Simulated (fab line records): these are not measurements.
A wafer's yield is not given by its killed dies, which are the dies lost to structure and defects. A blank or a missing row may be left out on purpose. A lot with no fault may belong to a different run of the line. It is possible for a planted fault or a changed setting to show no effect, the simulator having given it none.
A struck lot beside a sound one | flow n5Finfet | 16 steps out of a route of 1938
Sound: these wafers, L793.3, L793.4, L793.6. Struck: wafers L795.4, L795.6 (left out: L795.3, a lot-mate that was not struck); the cause follows at the end.
Order at every step that has rows: each side's tool, ch and its chambers, its first start. Under that, the readings that differ: sound wafers | struck wafers | difference of the means | sigmas: that difference in standard deviations of wafers without a fault.
alike: a reading whose means differ by less than 2 such deviations, as well as words and numbers matching on both sides. not compared: withheld readings; readings where some wafer has no value; bounds like >300 that might hide an equal value; numbers whose values overlap and for which the record gives no deviation.
The two part at a step that has a row with sigmas, a row that says differs or no value, or rows on one side only. Non-overlapping numbers with no deviation appear without sigmas and do not part them. Lack of a reading on every wafer of one side parts them only where that side has two or more wafers.

first, 1 step without rows for these wafers: N5_BEOL_M2_SPUTTER_90 (material Cu, target thk 4.5 nm, time 8.29 s).
N5_BEOL_M2_ANNEAL_91: time 240 s.
  struck on pvdSputter-03, day 9 08:22; sound on pvdSputter-02, day 8 17:18
  alike: heaterPowerW
N5_BEOL_M2_SPUTTER_92: material Cu, target thk 4.5 nm, time 8.29 s.
  struck on pvdSputter-03, day 9 08:30; sound on pvdSputter-02, day 8 17:26
reading              | sound          | struck    | difference | sigmas
throttleValvePct (%) | 31.0 28.3 28.6 | 31.2 30.9 | +1.7       | +2
then, 2 steps without rows for these wafers: N5_BEOL_M2_ANNEAL_93 (time 240 s); N5_BEOL_M2_SPUTTER_94 (material Cu, target thk 4.5 nm, time 8.29 s).
N5_BEOL_M2_ANNEAL_95: time 240 s.
  struck on pvdSputter-03, day 9 08:48; sound on pvdSputter-02, day 8 17:44
  alike: heaterPowerW
then, 3 steps without rows for these wafers: N5_BEOL_M2_SPUTTER_96 (material Cu, target thk 4.5 nm, time 8.29 s); N5_BEOL_M2_ECD_50 (material Cu, target thk 300 nm); N5_BEOL_M2_ANNEAL_51 (time 90 s).
N5_BEOL_M2_CMP_52: polishes, stops on SiOC, t overpolish 6.8 s, target thk 40 nm.
  sound on cmp-03 ch 1,3, day 8 18:22; struck on cmp-03 ch 0,1, day 9 09:58
  alike: barrierFieldEndpointS, clearingPlatenRpm, motorCurrentA, overpolishRunS, timeToEndpointS
N5_BEOL_M2_THK_MEAS_53: measures by xrf.
  struck on filmMetro-02, day 9 10:16; sound on filmMetro-02, day 8 18:41
  alike: M2_THK
N5_BEOL_M2_PRE_CLEAN_60: time 15 s.
  sound on cvdCo-02 ch 1,2, day 8 18:43; struck on cvdCo-02 ch 1,2, day 9 10:17
  alike: heaterPowerW
N5_BEOL_M2_CO_CAP_55: material Co, precursor CCTBA/H2, target thk 2 nm, time 102.1 s.
  sound on cvdCo-02 ch 1,2, day 8 18:46; struck on cvdCo-02 ch 1,2, day 9 10:20
reading                                  | sound             | struck      | difference | sigmas
runLengthS (s)                           | 125.1 125.4 125.1 | 196.5 196.6 | +71.4      | +99 or more
model.Co_of_BEOL_M2_CO_CAP_55.thkNm (nm) | 2 2 2             | 3.6 3.4     | +1.5       | 
  alike: heaterPowerW
then, 1 step without rows for these wafers: N5_BEOL_M2_PRE_CLEAN_56 (time 15 s).
N5_BEOL_M4_RC_MEAS_101:
  sound on prober-02 ch 0, day 9 13:10; struck on prober-02 ch 0, day 10 05:22
reading        | sound          | struck    | difference | sigmas
IOFF_N (nA/um) | 0.13 0.14 0.11 | 0.20 0.25 | +0.10      | +2
VT_N (mV)      | 253 252 253    | 243 242   | -10        | -3
  alike: DIBL_N, DIBL_P, IOFF_P, ION_N, ION_P, SS_N, SS_P, VT_P
N5_PASSIVATION_PROBE_49:
  sound wafers here have rows in the record (prober-02, day 13 23:56); struck ones have none

## WHERE THEY PART
First at N5_BEOL_M2_SPUTTER_92; last, within this record, at N5_PASSIVATION_PROBE_49.

WHY: what had been put in by the simulator
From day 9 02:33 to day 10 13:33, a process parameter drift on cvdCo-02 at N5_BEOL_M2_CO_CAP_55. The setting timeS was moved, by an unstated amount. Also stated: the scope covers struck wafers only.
